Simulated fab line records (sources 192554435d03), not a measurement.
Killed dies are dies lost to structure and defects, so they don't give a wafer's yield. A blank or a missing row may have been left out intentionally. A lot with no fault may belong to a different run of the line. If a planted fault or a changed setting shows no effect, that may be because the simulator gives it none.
The tool behind it: which one? | flow n5Finfet | 10 lots with 30 wafers sampled at 4 steps, on a route of 1938 steps

WHAT EACH GAUGE READ, for each wafer
N5_BEOL_M6_OCD_MEAS_38.
lot  | measured     | on     | trenchDepthNm (nm)
L791 | day 8 09:34  | ocd-01 | 92.9 94.2 92.3
L793 | day 9 00:54  | ocd-02 | 94.6 95.0 95.4
L795 | day 9 04:07  | ocd-02 | 94.3 94.1 93.8
L797 | day 9 22:04  | ocd-02 | 95.3 95.6 93.7
L798 | day 10 12:19 | ocd-01 | 95.9 92.3 92.1
L800 | day 11 11:55 | ocd-01 | 94.8 93.5 95.1
L801 | day 11 17:05 | ocd-01 | 95.2 95.5 94.3
L807 | day 12 09:38 | ocd-02 | 94.9 91.8 91.7
L811 | day 13 13:30 | ocd-01 | 94.6 96.8 95.3
L809 | day 13 13:34 | ocd-02 | 94.7 96.1 96.6

WHICH TOOL RAN EACH LOT (tool, then ch and the chambers of the sampled wafers, then the start)
lot  | N5_BEOL_M6_DESCUM_33              | N5_BEOL_M6_ETCH_66                | N5_BEOL_M6_STRIP_80
L791 | rieDiel-04 ch 1,2,3, day 8 09:09  | rieDiel-04 ch 1,2,3, day 8 09:14  | rieDiel-04 ch 1,2,3, day 8 09:34 or earlier
L793 | rieDiel-01 ch 1,2, day 9 00:28    | rieDiel-01 ch 1,2, day 9 00:33    | rieDiel-01 ch 1,2, day 9 00:54 or earlier
L795 | rieDiel-03 ch 0,2, day 9 03:41    | rieDiel-03 ch 0,2, day 9 03:46    | rieDiel-03 ch 0,2, day 9 04:07 or earlier
L797 | rieDiel-03 ch 0,2,3, day 9 21:39  | rieDiel-03 ch 0,2,3, day 9 21:44  | rieDiel-03 ch 0,2,3, day 9 22:04 or earlier
L798 | rieDiel-03 ch 0,1,3, day 10 11:53 | rieDiel-03 ch 0,1,3, day 10 11:58 | rieDiel-03 ch 0,1,3, day 10 12:19 or earlier
L800 | rieDiel-03 ch 0,2,3, day 11 11:29 | rieDiel-03 ch 0,2,3, day 11 11:34 | rieDiel-03 ch 0,2,3, day 11 11:55 or earlier
L801 | rieDiel-01 ch 0,2,3, day 11 16:39 | rieDiel-01 ch 0,2,3, day 11 16:44 | rieDiel-01 ch 0,2,3, day 11 17:05 or earlier
L807 | rieDiel-03 ch 1,2, day 12 09:13   | rieDiel-03 ch 1,2, day 12 09:18   | rieDiel-03 ch 1,2, day 12 09:38 or earlier
L811 | rieDiel-01 ch 1,2, day 13 13:04   | rieDiel-01 ch 1,2, day 13 13:09   | rieDiel-01 ch 1,2, day 13 13:30 or earlier
L809 | rieDiel-03 ch 2,3, day 13 13:08   | rieDiel-03 ch 2,3, day 13 13:13   | rieDiel-03 ch 2,3, day 13 13:34 or earlier
- N5_BEOL_M6_DESCUM_33: chemistry O2, time 7 s.
- N5_BEOL_M6_ETCH_66: etches SOC in N2/H2, target depth 80 nm, overetch 16 nm, time 120 s.
- N5_BEOL_M6_STRIP_80: strips in N2/H2, time 10 s.

AS READ BY THE TOOLS THEMSELVES (means over the sampled wafers that have a number; for cases with no such wafer, the mark the record gives instead)
N5_BEOL_M6_DESCUM_33.
lot  | tool       | biasPowerW (W) | drypumpMotorCurrentA (A) | oesProductAu (a.u.) | rfVppV (V) | showerheadPlenumPTorr (Torr) | throttleValvePct (%)
L791 | rieDiel-04 | 19.94          | 6.0                      | 0.75                | 243.2      | 2.12                         | 20.46
L793 | rieDiel-01 | 19.98          | 4.9                      | 0.70                | 242.4      | 2.06                         | 20.60
L795 | rieDiel-03 | 20.02          | 5.3                      | 0.78                | 244.5      | 2.16                         | 20.22
L797 | rieDiel-03 | 20.02          | 5.5                      | 0.84                | 243.3      | 2.15                         | 20.22
L798 | rieDiel-03 | 20.02          | 5.5                      | 0.83                | 243.7      | 2.15                         | 20.21
L800 | rieDiel-03 | 19.97          | 5.5                      | 0.81                | 244.3      | 2.15                         | 20.25
L801 | rieDiel-01 | 19.99          | 5.6                      | 0.75                | 243.2      | 2.09                         | 20.41
L807 | rieDiel-03 | 19.97          | 5.3                      | 0.73                | 242.9      | 2.08                         | 20.23
L811 | rieDiel-01 | 20.03          | 4.9                      | 0.77                | 242.5      | 2.05                         | 20.52
L809 | rieDiel-03 | 19.94          | 5.7                      | 0.84                | 243.9      | 2.13                         | 20.28

N5_BEOL_M6_ETCH_66.
lot  | tool       | drypumpMotorCurrentA (A) | oesProductAu (a.u.) | rfFwdPowerW (W) | rfVppV (V) | showerheadPlenumPTorr (Torr) | throttleValvePct (%)
L791 | rieDiel-04 | 6.0                      | 0.58                | 833.5           | 525.5      | 2.57                         | 17.74
L793 | rieDiel-01 | 4.9                      | 0.55                | 832.6           | 523.0      | 2.49                         | 17.95
L795 | rieDiel-03 | 5.3                      | 0.60                | 836.7           | 526.5      | 2.61                         | 17.49
L797 | rieDiel-03 | 5.5                      | 0.64                | 836.2           | 525.3      | 2.59                         | 17.50
L798 | rieDiel-03 | 5.5                      | 0.64                | 836.9           | 525.1      | 2.60                         | 17.54
L800 | rieDiel-03 | 5.5                      | 0.62                | 835.9           | 524.6      | 2.59                         | 17.52
L801 | rieDiel-01 | 5.6                      | 0.57                | 835.8           | 523.5      | 2.54                         | 17.76
L807 | rieDiel-03 | 5.3                      | 0.57                | 1037.2          | 486.5      | 2.53                         | 17.65
L811 | rieDiel-01 | 4.9                      | 0.60                | 834.0           | 522.3      | 2.48                         | 17.87
L809 | rieDiel-03 | 5.7                      | 0.63                | 1037.4          | 488.5      | 2.57                         | 17.55

N5_BEOL_M6_STRIP_80.
lot  | tool       | biasPowerW (W) | drypumpMotorCurrentA (A) | oesProductAu (a.u.) | rfVppV (V) | showerheadPlenumPTorr (Torr) | throttleValvePct (%)
L791 | rieDiel-04 | 6.989          | 6.0                      | 0.75                | 59.7       | 2.57                         | 23.45
L793 | rieDiel-01 | 6.977          | 4.9                      | 0.70                | 59.6       | 2.49                         | 23.83
L795 | rieDiel-03 | 7.001          | 5.3                      | 0.79                | 59.3       | 2.60                         | 23.16
L797 | rieDiel-03 | 7.005          | 5.5                      | 0.84                | 59.4       | 2.59                         | 23.26
L798 | rieDiel-03 | 6.983          | 5.5                      | 0.83                | 58.3       | 2.60                         | 23.30
L800 | rieDiel-03 | 7.007          | 5.5                      | 0.81                | 59.1       | 2.59                         | 23.27
L801 | rieDiel-01 | 6.997          | 5.6                      | 0.76                | 59.1       | 2.53                         | 23.55
L807 | rieDiel-03 | 7.000          | 5.3                      | 0.73                | 59.7       | 2.53                         | 23.41
L811 | rieDiel-01 | 7.006          | 4.9                      | 0.77                | 59.0       | 2.48                         | 23.75
L809 | rieDiel-03 | 7.004          | 5.7                      | 0.84                | 58.7       | 2.56                         | 23.37

THE ANSWER, worked out from the rows above alone
Rule: what is usual is taken from the lots themselves. The widest of any qualifying gaps counts: lots, ordered by their means at a reading, are off when they make up no more than a third of the lots, leave a main group of 4 or more, and stand apart from it by 3 or more times the standard deviation of that group's means. The tables above print the reading to a certain number of digits; a main group whose means all agree to those digits is not used. A lot without any number at a reading at which 4 lots or more have one is off too. Any other lot the step has rows for is counted as sound. The gauges are gone through in route order, then the tools' own readings, and for those a lot's mean is taken as printed above. The first step at which some lot is off is used, and at that step the reading that is off furthest; a lot without a number counts as furthest.
Off at N5_BEOL_M6_ETCH_66 (rfFwdPowerW): L807, L809. Main group: mean 835.2 W, sd 1.5.
If a tool, at that step or one of the process steps before it, ran each lot that is off and ran no sound lot following the first of them, it fits. One fits: N5_BEOL_M6_DESCUM_33 and N5_BEOL_M6_ETCH_66 on rieDiel-03. At N5_BEOL_M6_DESCUM_33 its last sound lot is L800 (day 11 11:29), its first lot that is off L807 (day 12 09:13): a fault that began between those two fits.

WHAT THE SIMULATOR PUT IN
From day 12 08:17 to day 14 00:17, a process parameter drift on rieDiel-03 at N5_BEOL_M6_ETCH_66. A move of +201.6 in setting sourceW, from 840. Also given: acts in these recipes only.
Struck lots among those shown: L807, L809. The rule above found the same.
